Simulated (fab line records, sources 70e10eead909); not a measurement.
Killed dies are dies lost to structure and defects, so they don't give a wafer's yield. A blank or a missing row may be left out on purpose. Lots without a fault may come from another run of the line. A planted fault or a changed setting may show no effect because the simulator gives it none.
Which tool did it? | flow nand_harc | 6 lots, 18 wafers sampled, at 3 steps of a route of 1302

WHAT THE GAUGES READ, wafer by wafer
NHARC_P_GATE_CD_MEAS_46: target cd 720 nm.
lot  | measured     | on        | cd_nm (nm)
L733 | day 6 00:32  | cd_sem-03 | 721.4 720.9 720.4
L736 | day 7 07:27  | cd_sem-03 | 721.6 721.1 719.2
L738 | day 8 04:29  | cd_sem-01 | 721.6 719.8 720.7
L743 | day 9 22:35  | cd_sem-01 | 721.4 721.3 718.3
L748 | day 12 05:58 | cd_sem-03 | 720.1 721.1 720.3
L755 | day 15 04:02 | cd_sem-03 | 717.4 722.5 721.7

WHICH TOOL RAN EACH LOT (tool, then ch and the chambers of the sampled wafers, then the start)
lot  | NHARC_P_ZERO_WELL_RTA_42         | NHARC_P_GATE_EXPOSE_43
L733 | rtp_anneal-01 ch 0, day 2 13:20  | krf_scanner-04 ch 0, day 6 00:23
L736 | rtp_anneal-01 ch 0, day 3 19:05  | krf_scanner-04 ch 0, day 7 07:17
L738 | rtp_anneal-01 ch 0, day 4 18:08  | krf_scanner-04 ch 0, day 8 04:20
L743 | rtp_anneal-02 ch 0, day 6 17:05  | krf_scanner-03 ch 0, day 9 22:26
L748 | rtp_anneal-02 ch 0, day 8 18:59  | krf_scanner-04 ch 0, day 12 05:48
L755 | rtp_anneal-02 ch 0, day 11 17:05 | krf_scanner-04 ch 0, day 15 03:52
- NHARC_P_ZERO_WELL_RTA_42: time 300 s.
- NHARC_P_GATE_EXPOSE_43: exposes mask P NSD, target cd 720 nm.

THE ANSWER, worked out from the rows above alone
Rule: what is usual is taken from the lots themselves. Put in order of their means at a reading, lots are off if they are a third of the lots or fewer, leave a main group of 4 or more, and stand apart from it by a gap of 3 or more times the standard deviation of the main group's means; of several such gaps the widest counts. A main group whose means are all the same, to the digits that the tables above print for the reading, isn't used. A lot without any number at a reading at which 4 lots or more have one is off too. The other lots that the step has rows for count as sound.
No lot is off at any reading shown: from this, nothing can be told.

WHAT THE SIMULATOR HAD PUT IN
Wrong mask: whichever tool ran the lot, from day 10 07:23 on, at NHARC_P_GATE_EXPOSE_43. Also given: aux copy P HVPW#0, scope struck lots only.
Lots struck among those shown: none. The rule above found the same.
